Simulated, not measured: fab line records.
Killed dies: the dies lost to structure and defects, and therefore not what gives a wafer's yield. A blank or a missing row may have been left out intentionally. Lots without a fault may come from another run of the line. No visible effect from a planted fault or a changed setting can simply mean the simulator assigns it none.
Struck lot and sound lot, side by side | flow n5Finfet | 15 out of 1938 route steps
Sound: these wafers, L760.1, L760.2, L760.4. Struck: wafer L752.2 (left out: L752.4, L752.6 of the same lot, which were not struck); the cause appears at the end.
Order at every step that has rows: each side's tool, ch and its chambers, its first start. Under that, the readings that differ: sound wafers | struck wafers | difference of the means | sigmas: that difference in standard deviations of wafers without a fault.
alike: words and numbers the same on both sides, and readings whose means are apart by under 2 such deviations; not compared: readings that were withheld, readings missing a value for some wafer, numbers with overlapping values and no deviation given by the record, and bounds like >300 which may hide the same value.
Wherever a step has rows on one side only, a row that says differs or no value, or a row with sigmas, the two part there. Non-overlapping numbers with no deviation appear without sigmas and do not part them. Lack of a reading on every wafer of one side parts them only where that side has two or more wafers.

first, 8 steps without rows for these wafers: N5_BEOL_M15_COAT_60 (time 60 s, resist thk 89 nm); N5_BEOL_M15_COAT_22 (resist thk 800 nm); N5_BEOL_M15_EBR_24; N5_BEOL_M15_SOFTBAKE_23 (time 60 s); N5_BEOL_M15_EXPOSE_25 (exposes mask M15, target cd 400 nm); N5_BEOL_M15_PEB_26 (peb time 90 s); N5_BEOL_M15_DEVELOP_27 (develop time 45 s); N5_BEOL_M15_HARDBAKE_32 (time 120 s).
N5_BEOL_M15_CD_MEAS_28: the cd target is 407.6 nm.
  sound on cdSem-02 ch 0, day 16 12:55; struck on cdSem-01 ch 0, day 14 11:17
  alike: cdNm
N5_BEOL_M15_OVL_MEAS_29:
  sound on overlay-02 ch 0, day 16 12:57; struck on overlay-01 ch 0, day 14 11:19
  alike: M15_OVL
N5_BEOL_M15_INSPECT_30: inspects for defects (macro).
  struck on defectInspect-01, day 14 11:20; sound on defectInspect-01, day 16 12:58
  alike: rawDefectCount
N5_BEOL_M15_DESCUM_33: chemistry O2, time 7.9 s.
  sound on rieDiel-01 ch 0,1,2, day 16 13:11; struck on rieDiel-03 ch 0, day 14 11:22
reading             | sound             | struck | difference | sigmas
o2FlowSccm (sccm)   | 225.4 225.0 226.1 | 223.7  | -1.8       | -3
rfHoursCounterH (h) | 80 92 82          | 106    | +21        | 
  alike: drypumpMotorCurrentA, oesProductAu, rfVppV, showerheadPlenumPTorr, throttleValvePct
N5_BEOL_M15_ETCH_61: etches BARC in N2/H2, target depth 89 nm, overetch 26.7 nm, time 67.9 s.
  sound on rieDiel-01 ch 0,1,2, day 16 13:13; struck on rieDiel-03 ch 0, day 14 11:25
reading              | sound             | struck | difference | sigmas
biasW (W)            | 150.1 150.3 149.8 | 145.1  | -5.0       | -11
rfHoursCounterH (h)  | 80 92 82          | 106    | +21        | 
rfVppV (V)           | 521.1 522.4 520.5 | 511.2  | -10.1      | -4
throttleValvePct (%) | 17.42 17.38 17.69 | 18.16  | +0.66      | +3
  alike: drypumpMotorCurrentA, oesProductAu, showerheadPlenumPTorr
N5_BEOL_M15_TRENCH_ETCH_34: etches SiO2 in C4F8/O2/Ar, target depth 872.93 nm, time 199 s.
  sound on rieDiel-01 ch 0,1,2, day 16 13:16; struck on rieDiel-03 ch 0, day 14 11:28
reading             | sound    | struck | difference | sigmas
rfHoursCounterH (h) | 80 92 82 | 106    | +21        | 
  alike: biasW, drypumpMotorCurrentA, oes_ar_750_au, oesProductAu, rfVppV, showerheadPlenumPTorr, throttleValvePct
N5_PASSIVATION_PROBE_49:
  struck on prober-01, day 15 11:58; sound on prober-02, day 17 10:02
reading          | sound    | struck | difference | sigmas
killed_at_M4_up  | 20 20 17 | 9      | -10        | -2
killedAtContacts | 7 9 7    | 21     | +13        | +2
  alike: defectLimitedYield, killed_at_M0_to_M3, killedAtFrontEnd, killedAtOther, killedDies, killedOpen, killedShort, sort_bin_4_leakage, sort_bin_5_function, sort_bin_6_memory, sort_bin_8_speed, sortNPass, sortYieldPct

## WHERE THEY PART
Last at N5_PASSIVATION_PROBE_49 as far as this record goes, first at N5_BEOL_M15_DESCUM_33.

WHY: whatever the simulator had introduced
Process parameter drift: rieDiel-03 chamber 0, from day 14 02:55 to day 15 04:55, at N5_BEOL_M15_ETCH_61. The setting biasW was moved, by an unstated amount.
